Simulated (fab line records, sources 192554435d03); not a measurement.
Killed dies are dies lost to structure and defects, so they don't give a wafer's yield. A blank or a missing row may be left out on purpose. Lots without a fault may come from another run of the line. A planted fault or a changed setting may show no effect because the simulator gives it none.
fab line records | flow n5_finfet
record lots=6 wafers=18 last_day=18
route steps=1938 shown BEOL_M6@1200
lots that met no fault: from a run of the same line without faults
start_h: hours from the record's first day to the start of the lot's first wafer shown | wait_h: hours since the lot's step before | " the same as in the row above | L1.1+2: a row that stands for several wafers | - no value, or no start given | * or withheld: withheld | < > ~ a bound
route shown NAME@n: a module of which the file shows steps, and the number in the route of the first | usual: mean/standard deviation of fault-free wafers | same: alike in all rows | chamber/n: place in a boat | sites: the reading at each site | _std_site: their standard deviation | _edge_site: outer sites' mean less inner sites' | radius_mm: how far each site lies from the wafer's centre | mask NAME#n: copy n | behind: the tool/chamber that last shaped the wafer | hold: why the lot was held/for how many hours/how that ended | device: the transistor (n, p or np) that didn't switch | end of line: the same wafers' tests at the end of the route | a step without rows: its recipe alone | killed: dies lost to structure and defects at the first sort, not the wafer's yield | map: a wafer's dies, x killed, . not, _ none there
set.NAME: the setting as run; set.NAME@STEP: as run at that earlier step | model.NAME: the simulator's own value behind a step, which no gauge read
lots at some steps of the route; a table a step, a row a wafer
services: from which hour (start_h, from the record's first day; less than 0 if before it) a tool's chamber was out of use, for how many hours, and why
## steps
# step N5_BEOL_M6_COAT_60
# recipe resist=SiARC temp_c=220 time_s=60 spin_rpm=1500 resist_thk_nm=35
# step N5_BEOL_M6_COAT_05
# recipe resist=CAR-ArF spin_rpm=1500 resist_thk_nm=90
# step N5_BEOL_M6_EBR_07
# recipe solvent=PGMEA ebr_width_mm=1.5
# step N5_BEOL_M6_SOFTBAKE_06
# recipe temp_c=110 time_s=60 resist=CAR-ArF
# step N5_BEOL_M6_EXPOSE_08
# recipe mask_id=M6 na=1.35 source_shape=dipole sigma_inner=0.817 sigma_outer=0.97 polarization=te dose_mj=68.25
# step N5_BEOL_M6_PEB_09
# recipe peb_temp_c=withheld peb_time_s=60 resist=CAR-ArF
# step N5_BEOL_M6_DEVELOP_10
# recipe develop_time_s=30 developer=TMAH resist=CAR-ArF rinse_liquid=diw dry=air_spin dev_temp_c=23
# step N5_BEOL_M6_CD_MEAS_11
# recipe target_cd_nm=38.5 landing_energy_ev=500 detector=se_inlens polarity=opening
# usual cd_nm=38.6/0.75
# columns lot.wafer tool chamber start_h wait_h cd_nm
L832.1 cd_sem-01 0 188.16 - 37.9
L832.5 " 0 " " 38.8
L832.6 " 0 " " 37.9
L835.3 cd_sem-02 0 220.84 - 39.8
L835.5 " 0 " " 39.0
L835.6 " 0 " " 39.4
L851.2 cd_sem-03 0 316.09 - 38.3
L851.3 " 0 " " 38.1
L851.4 " 0 " " 37.8
L852.1 cd_sem-03 0 319.05 - 39.3
L852.2 " 0 " " 38.6
L852.6 " 0 " " 37.3
L853.2 cd_sem-01 0 337.72 - 37.9
L853.4 " 0 " " 37.4
L853.5 " 0 " " 37.4
L854.3 cd_sem-02 0 341.93 - 38.6
L854.5 " 0 " " 38.8
L854.6 " 0 " " 39.0
# step N5_BEOL_M6_OVL_MEAS_12
# recipe points_per_wafer=44
# usual M6_OVL=0.5/0.77
# columns lot.wafer tool chamber start_h wait_h M6_OVL[nm]
L832.1 overlay-01 0 188.19 0.0 -1.1
L832.5 " 0 " " -0.4
L832.6 " 0 " " -1.0
L835.3 overlay-01 0 220.87 0.0 0.3
L835.5 " 0 " " -0.2
L835.6 " 0 " " -0.2
L851.2 overlay-01 0 316.12 0.0 0.1
L851.3 " 0 " " -0.4
L851.4 " 0 " " 0.2
L852.1 overlay-01 0 319.08 0.0 -0.5
L852.2 " 0 " " -0.3
L852.6 " 0 " " 0.7
L853.2 overlay-01 0 337.75 0.0 -0.4
L853.4 " 0 " " -0.1
L853.5 " 0 " " 0.7
L854.3 overlay-02 0 341.96 0.0 1.0
L854.5 " 0 " " 1.2
L854.6 " 0 " " 1.0
# step N5_BEOL_M6_INSPECT_13
# recipe mode=adi inspect_instrument=brightfield
# usual raw_defect_count=421/110
# columns lot.wafer tool chamber start_h wait_h raw_defect_count
L832.1 defect_inspect-01 - 188.21 0.0 399
L832.5 " - " " 394
L832.6 " - " " 402
L835.3 defect_inspect-02 - 220.89 0.0 423
L835.5 " - " " 397
L835.6 " - " " 552
L851.2 defect_inspect-01 - 316.14 0.0 419
L851.3 " - " " 540
L851.4 " - " " 464
L852.1 defect_inspect-01 - 319.11 0.0 493
L852.2 " - " " 495
L852.6 " - " " 301
L853.2 defect_inspect-01 - 337.78 0.0 811
L853.4 " - " " 550
L853.5 " - " " 425
L854.3 defect_inspect-02 - 341.98 0.0 379
L854.5 " - " " 374
L854.6 " - " " 284
# step N5_BEOL_M6_DESCUM_16
# recipe chemistry=O2 time_s=7.9 source_power_w=50 bias_power_w=20 pressure_mtorr=20 rf_frequency_hz=2.712e+07 temp_c=40 resist=CAR-ArF o2_flow_sccm=225
# usual drypump_motor_current_A=5.7/0.43 oes_product_au=0.79/0.095 rf_vpp_V=243.8/0.96 showerhead_plenum_p_Torr=2.14/0.048 throttle_valve_pct=20.36/0.24
# columns lot.wafer tool chamber start_h wait_h drypump_motor_current_A oes_product_au rf_hours_counter_h rf_vpp_V showerhead_plenum_p_Torr throttle_valve_pct
L832.1 rie_diel-01 2 188.25 0.0 5.8 0.68 244 243.0 2.13 20.14
L832.5 " 2 " " 5.8 0.68 - 244.7 2.13 20.15
L832.6 " 1 " " 6.1 0.77 - 245.3 2.19 20.33
L835.3 rie_diel-04 1 220.92 0.0 5.6 0.76 135 242.3 2.09 20.24
L835.5 " 2 " " 5.0 0.90 - 244.6 2.13 20.42
L835.6 " 3 " " 4.9 0.81 - 242.0 2.00 20.41
L851.2 rie_diel-01 1 316.30 0.2 6.1 0.72 188 243.3 2.18 20.40
L851.3 " 2 " " 5.9 0.89 39 243.8 2.12 19.88
L851.4 " 3 " " 5.7 0.81 88 243.2 2.10 20.67
L852.1 rie_diel-04 3 319.45 0.3 4.9 0.78 142 241.0 1.99 20.45
L852.2 " 1 " " 5.7 0.73 168 242.0 2.08 20.27
L852.6 " 2 " " 5.0 0.85 - 243.5 2.12 20.46
L853.2 rie_diel-05 0 337.81 0.0 5.6 0.71 227 243.1 2.17 20.55
L853.4 " 2 " " 5.9 0.94 - 244.7 2.16 19.87
L853.5 " 0 " " 5.6 0.71 - 244.9 2.17 20.56
L854.3 rie_diel-04 0 342.01 0.0 6.7 0.80 110 245.6 2.20 20.22
L854.5 " 3 " " 4.9 0.77 - 242.3 1.99 20.48
L854.6 " 0 " " 6.7 0.80 - 244.1 2.20 20.22
# step N5_BEOL_M6_ETCH_61
# recipe chemistry=CF4 target=SiARC target_depth_a=455 mask_material=CAR-ArF time_s=75.8 ion_energy_ev=80 pressure_mtorr=40 source_w=545 bias_w=36 Ar_flow_sccm=100 cf4_flow_sccm=100 ends=cleared
# usual bias_w=35.99/0.11 cf4_flow_sccm=99.97/0.3 drypump_motor_current_A=5.7/0.43 etch_rf_on_time_s=76.8/1.6 oes_product_au=0.67/0.08 rf_vpp_V=184.6/0.92 showerhead_plenum_p_Torr=2.18/0.037 throttle_valve_pct=15.54/0.24
# columns lot.wafer tool chamber start_h wait_h bias_w cf4_flow_sccm drypump_motor_current_A etch_rf_on_time_s oes_product_au rf_hours_counter_h rf_vpp_V showerhead_plenum_p_Torr throttle_valve_pct
L832.1 rie_diel-01 2 188.28 0.0 35.88 99.80 5.8 77.3 0.57 244 185.0 2.18 15.47
L832.5 " 2 " " 35.92 99.52 5.8 77.1 0.57 - 184.3 2.18 15.47
L832.6 " 1 " " 35.91 100.17 6.0 77.8 0.64 - 184.6 2.23 15.45
L835.3 rie_diel-04 1 220.96 0.0 36.14 99.64 5.6 74.7 0.65 135 184.4 2.15 15.48
L835.5 " 2 " " 35.88 100.26 5.0 79.4 0.74 - 184.4 2.18 15.60
L835.6 " 3 " " 36.03 99.80 4.9 75.6 0.69 - 183.5 2.08 15.69
L851.2 rie_diel-01 1 316.34 0.0 36.08 100.19 6.0 77.5 0.61 188 183.8 2.21 15.55
L851.3 " 2 " " 36.11 100.26 5.9 78.5 0.74 39 184.4 2.16 15.09
L851.4 " 3 " " 36.08 100.09 5.8 75.2 0.70 88 183.7 2.16 15.80
L852.1 rie_diel-04 3 319.49 0.0 35.95 100.11 4.9 74.2 0.67 142 182.8 2.07 15.77
L852.2 " 1 " " 35.69 100.47 5.6 75.0 0.63 168 185.1 2.14 15.54
L852.6 " 2 " " 35.75 100.01 5.0 78.4 0.71 - 183.2 2.17 15.68
L853.2 rie_diel-05 0 337.85 0.0 35.98 99.91 5.5 78.1 0.61 227 185.1 2.19 15.74
L853.4 " 2 " " 36.09 99.90 5.9 78.3 0.78 - 184.8 2.19 14.96
L853.5 " 0 " " 35.93 99.56 5.6 77.6 0.61 - 185.0 2.19 15.73
L854.3 rie_diel-04 0 342.05 0.0 36.07 100.10 6.7 74.6 0.67 110 184.6 2.24 15.38
L854.5 " 3 " " 36.04 100.40 4.9 75.3 0.66 - 182.1 2.06 15.79
L854.6 " 0 " " 36.01 99.83 6.7 74.7 0.68 - 184.8 2.24 15.38
# step N5_BEOL_M6_ETCH_62
# recipe chemistry=N2/H2 target=SOC target_depth_a=1100 overetch_a=220 mask_material=SiARC temp_c=40 time_s=165 ion_energy_ev=200 pressure_mtorr=30 source_w=840 bias_w=150 n2_flow_sccm=200 h2_flow_sccm=200
# usual bias_w=150.0/0.47 chamber_pressure_mTorr=30.000/0.025 drypump_motor_current_A=5.8/0.43 oes_product_au=0.67/0.077 rf_vpp_V=525.4/1.7 showerhead_plenum_p_Torr=2.60/0.052 throttle_valve_pct=17.75/0.27
# columns lot.wafer tool chamber start_h wait_h bias_w chamber_pressure_mTorr drypump_motor_current_A oes_product_au rf_hours_counter_h rf_vpp_V showerhead_plenum_p_Torr throttle_valve_pct model.CAR-ArF_of_BEOL_M6_COAT_05.thk_nm model.SiARC_of_BEOL_M6_COAT_60.thk_nm
L832.1 rie_diel-01 2 188.34 0.0 149.6 30.006 5.9 0.58 245 525.7 2.61 17.72 0 28.4
L832.5 " 2 " " 149.9 29.996 5.9 0.58 - 524.5 2.61 17.72 0 28.4
L832.6 " 1 " " 150.6 29.972 6.1 0.65 - 527.7 2.67 17.73 0 28.2
L835.3 rie_diel-04 1 221.01 0.0 150.2 29.995 5.7 0.65 135 524.7 2.53 17.56 0 28.2
L835.5 " 2 " " 150.4 30.034 5.0 0.76 - 524.9 2.59 17.92 0 28.8
L835.6 " 3 " " 150.3 30.007 4.9 0.69 - 520.5 2.45 17.93 0 28.2
L851.2 rie_diel-01 1 316.39 0.0 - - - - - - - - 51 34.8
L851.3 " 2 " " - - - - - - - - 51.2 35
L851.4 " 3 " " - - - - - - - - 51.2 34.8
L852.1 rie_diel-04 3 319.54 0.0 - - - - - - - - 51.4 35
L852.2 " 1 " " - - - - - - - - 51.2 35
L852.6 " 2 " " - - - - - - - - 51 35.2
L853.2 rie_diel-05 0 337.90 0.0 150.6 30.029 5.5 0.61 227 524.9 2.62 17.95 0 28.6
L853.4 " 2 " " 150.5 30.036 5.9 0.80 - 526.4 2.60 17.02 0 28.4
L853.5 " 0 " " 149.9 29.988 5.6 0.61 - 526.3 2.62 17.95 0 28.8
L854.3 rie_diel-04 0 342.11 0.0 149.5 29.983 6.7 0.67 110 528.3 2.65 17.41 0 28.4
L854.5 " 3 " " 150.4 30.029 4.9 0.65 - 520.2 2.43 18.00 0 28.2
L854.6 " 0 " " 149.2 29.953 6.7 0.67 - 526.9 2.65 17.42 0 28.4
# step N5_BEOL_M6_STRIP_68
# recipe chemistry=N2/H2 temp_c=40 n2_flow_sccm=200 h2_flow_sccm=200 rf_frequency_hz=6e+07
# step N5_BEOL_M6_STRIP_67
# recipe chemistry=CF4 resist=SiARC power_w=300 bias_power_w=75 pressure_mtorr=50 cf4_flow_sccm=150 rf_frequency_hz=6e+07
# usual drypump_motor_current_A=5.7/0.43 oes_product_au=0.79/0.091 rf_vpp_V=272.0/0.96 showerhead_plenum_p_Torr=1.83/0.033 throttle_valve_pct=13.52/0.25
# columns lot.wafer tool chamber start_h wait_h drypump_motor_current_A oes_product_au rf_hours_counter_h rf_vpp_V showerhead_plenum_p_Torr throttle_valve_pct
L832.1 rie_diel-01 2 188.48 0.0 5.8 0.68 245 271.7 1.82 13.49
L832.5 " 2 " " 5.9 0.69 - 271.9 1.82 13.51
L832.6 " 1 " " 6.1 0.76 - 272.7 1.87 13.41
L835.3 rie_diel-04 1 221.16 0.0 5.6 0.76 135 271.3 1.80 13.45
L835.5 " 2 " " 5.0 0.90 - 272.4 1.83 13.55
L835.6 " 3 " " 4.9 0.80 - 270.2 1.74 13.64
L851.2 rie_diel-01 1 316.54 0.0 6.1 0.73 188 270.5 1.85 13.55
L851.3 " 2 " " 5.8 0.89 39 271.4 1.81 13.04
L851.4 " 3 " " 5.7 0.82 88 272.6 1.80 13.69
L852.1 rie_diel-04 3 319.69 0.0 4.9 0.77 142 270.2 1.73 13.73
L852.2 " 1 " " 5.6 0.74 169 270.5 1.79 13.54
L852.6 " 2 " " 4.9 0.84 - 271.1 1.82 13.63
L853.2 rie_diel-05 0 338.05 0.0 5.6 0.72 227 271.8 1.84 13.80
L853.4 " 2 " " 5.9 0.94 - 273.1 1.82 12.88
L853.5 " 0 " " 5.6 0.71 - 272.0 1.84 13.76
L854.3 rie_diel-04 0 342.25 0.0 6.7 0.79 110 272.7 1.88 13.40
L854.5 " 3 " " 4.9 0.77 - 269.3 1.73 13.74
L854.6 " 0 " " 6.6 0.80 - 273.4 1.88 13.40
# step N5_BEOL_M6_HM_OPEN_17
# recipe chemistry=Cl2/BCl3 target_depth_a=200 overetch_a=60 target=TiN mask_material=SOC ion_energy_ev=150 pressure_mtorr=10 icp_w=1000 bias_w=126 Cl2_flow_sccm=53.25 bcl3_flow_sccm=21.75 Ar_flow_sccm=25
# usual bias_w=126.0/0.4 drypump_motor_current_A=5.92/0.19 oes_ar_750_au=0.80/0.098 oes_product_au=0.68/0.084 throttle_valve_pct=22.01/0.15
# columns lot.wafer tool chamber start_h wait_h bias_w drypump_motor_current_A oes_ar_750_au oes_product_au rf_hours_counter_h throttle_valve_pct
L832.1 rie_metal-01 0 188.53 0.0 125.9 5.75 0.62 0.54 120 22.14
L832.5 " 0 " " 125.8 5.79 0.62 0.54 - 22.12
L832.6 " 1 " " 127.0 6.22 0.71 0.59 - 22.15
L835.3 rie_metal-03 1 221.23 0.1 125.9 5.74 0.88 0.72 - 21.84
L835.5 " 1 " " 126.1 5.75 0.88 0.73 - 21.84
L835.6 " 0 " " 126.5 5.99 0.92 0.80 - 22.03
L851.2 rie_metal-01 1 316.59 0.0 125.7 6.20 0.67 0.25 98 22.80
L851.3 " 0 " " 126.1 5.81 0.89 0.34 - 22.33
L851.4 " 1 " " 125.9 6.23 0.67 0.25 - 22.82
L852.1 rie_metal-03 1 319.73 0.0 126.1 5.73 0.85 0.31 31 22.51
L852.2 " 0 " " 126.1 6.04 0.86 0.33 13 22.71
L852.6 " 0 " " 126.1 6.02 0.86 0.33 - 22.71
L853.2 rie_metal-02 1 338.09 0.0 126.4 6.17 0.73 0.61 65 21.99
L853.4 " 0 " " 125.8 5.63 0.78 0.67 - 22.26
L853.5 " 1 " " 126.5 6.15 0.73 0.61 - 21.99
L854.3 rie_metal-03 0 342.32 0.1 125.8 6.05 0.85 0.75 - 22.05
L854.5 " 1 " " 126.0 5.75 0.84 0.69 - 21.86
L854.6 " 0 " " 125.9 6.03 0.85 0.74 - 22.07
# step N5_BEOL_M6_STRIP_19
# recipe chemistry=O2 power_w=400 temp_c=40 pressure_mtorr=30 rf_frequency_hz=6e+07 bias_power_w=0 overash_fraction=0.2 o2_flow_sccm=225
# usual drypump_motor_current_A=5.8/0.47 oes_product_au=0.80/0.09 rf_vpp_V=3.7/0.59 showerhead_plenum_p_Torr=2.14/0.054 throttle_valve_pct=16.58/0.24
# columns lot.wafer tool chamber start_h wait_h drypump_motor_current_A oes_product_au rf_hours_counter_h rf_vpp_V showerhead_plenum_p_Torr throttle_valve_pct
L832.1 rie_diel-01 1 188.64 0.1 6.0 0.77 137 3.1 2.20 16.56
L832.5 " 3 " " 5.8 0.87 - 3.5 2.13 16.76
L832.6 " 0 " " 5.5 0.68 - 4.0 2.14 16.69
L835.3 rie_diel-01 0 221.32 0.1 5.5 0.67 259 3.9 2.13 16.76
L835.5 " 2 " " 5.8 1.01 - 4.2 2.13 16.09
L835.6 " 1 " " 6.0 0.76 - 3.6 2.19 16.57
L851.2 rie_diel-01 1 316.70 0.1 6.1 0.72 188 4.7 2.18 16.65
L851.3 " 2 " " 5.9 0.89 39 3.4 2.12 16.17
L851.4 " 3 " " 5.7 0.81 88 3.4 2.11 16.85
L852.1 rie_diel-01 1 319.91 0.1 6.1 0.72 190 3.1 2.18 16.68
L852.2 " 0 " " 5.5 0.89 28 4.0 2.12 16.32
L852.6 " 1 " " 6.1 0.72 - 3.0 2.18 16.66
L853.2 rie_diel-04 1 338.20 0.1 5.6 0.73 176 3.4 2.08 16.59
L853.4 " 0 " " 6.7 0.80 109 3.3 2.20 16.45
L853.5 " 3 " " 4.9 0.78 - 4.5 1.99 16.72
L854.3 rie_diel-05 0 342.40 0.1 5.5 0.71 228 3.3 2.17 16.86
L854.5 " 0 " " 5.6 0.70 - 4.0 2.17 16.85
L854.6 " 2 " " 5.9 0.92 - 2.0 2.17 16.12
# step N5_BEOL_M6_CD_MEAS_18
# recipe pitch_nm=80 target_cd_nm=40
# usual cd_nm=40.2/0.77
# columns lot.wafer tool chamber start_h wait_h cd_nm
L832.1 cd_sem-02 - 188.71 0.0 39.1
L832.5 " - " " 40.3
L832.6 " - " " 39.5
L835.3 cd_sem-02 - 221.39 0.1 41.1
L835.5 " - " " 40.2
L835.6 " - " " 40.8
L851.2 cd_sem-03 - 316.77 0.1 -
L851.3 " - " " -
L851.4 " - " " -
L852.1 cd_sem-03 - 319.98 0.0 -
L852.2 " - " " -
L852.6 " - " " -
L853.2 cd_sem-01 - 338.27 0.1 40.0
L853.4 " - " " 39.6
L853.5 " - " " 39.4
L854.3 cd_sem-03 - 342.48 0.1 40.0
L854.5 " - " " 40.6
L854.6 " - " " 40.5
# step N5_BEOL_M6_COAT_63
# recipe resist=SOC temp_c=250 time_s=60 spin_rpm=1500 resist_thk_nm=60
## services
# columns tool chamber start_h hours kind
rie_diel-01 1 172.75 9.3 repair
rie_metal-01 - 195.37 0.8 repair
rie_diel-05 2 195.63 4.7 repair
rie_diel-01 2 202.29 - clean
rie_diel-01 2 202.29 - consumable_replace:focus_ring
rie_diel-01 2 202.29 15.4 scheduled_down
rie_diel-01 2 202.29 15.4 vent_cycle
rie_diel-01 0 230.54 - clean
rie_diel-01 0 230.54 - consumable_replace:focus_ring
rie_diel-01 0 230.54 12.5 scheduled_down
rie_diel-01 0 230.54 12.5 vent_cycle
rie_diel-04 1 265.53 7.1 repair
rie_metal-02 - 273.07 1.4 pm
rie_metal-02 - 275.43 20.2 repair
rie_diel-05 - 290.29 1.3 repair
rie_diel-05 2 291.99 - clean
rie_diel-05 2 291.99 - consumable_replace:focus_ring
rie_diel-05 2 291.99 23.1 scheduled_down
rie_diel-05 2 291.99 23.1 vent_cycle
rie_diel-04 0 298.79 14.6 repair
rie_metal-02 1 303.36 2.4 repair
rie_diel-05 1 315.32 - clean
rie_diel-05 1 315.32 - consumable_replace:focus_ring
rie_diel-05 1 315.32 16.3 scheduled_down
## key
first_sign step=N5_BEOL_M6_ETCH_62 reading=tool_record direction=missing
effect step=N5_BEOL_M6_HM_OPEN_17 reading=oes_product_au direction=down sigmas=4.5 usual=0.68 struck=0.30
effect step=N5_BEOL_M6_CD_MEAS_18 reading=cd_nm direction=missing
model_effect step=N5_BEOL_M6_ETCH_62 value=CAR-ArF_of_BEOL_M6_COAT_05.thk_nm without=0 struck=51.17
met_at N5_BEOL_M6_ETCH_62
struck_wafers L851.2,L851.3,L851.4,L852.1,L852.2,L852.6
later_rows_left_out L851.2,L851.3,L851.4,L852.1,L852.2,L852.6
sort_left_out L851.2,L851.3,L851.4,L852.1,L852.2,L852.6
onset_between 221.01 316.39
fault kind=skipped_step_whole tool=rie_diel-01,rie_diel-04 chamber=- onset_h=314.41 steps=N5_BEOL_M6_ETCH_62 scope=struck_lots_only
# sort_left_out: the simulated sort isn't trusted on such a fault, so these wafers' sort isn't shown, and their yield isn't known
# later_rows_left_out: the simulator's readings of these wafers behind a module that went badly wrong aren't trusted and aren't shown, but for the sort
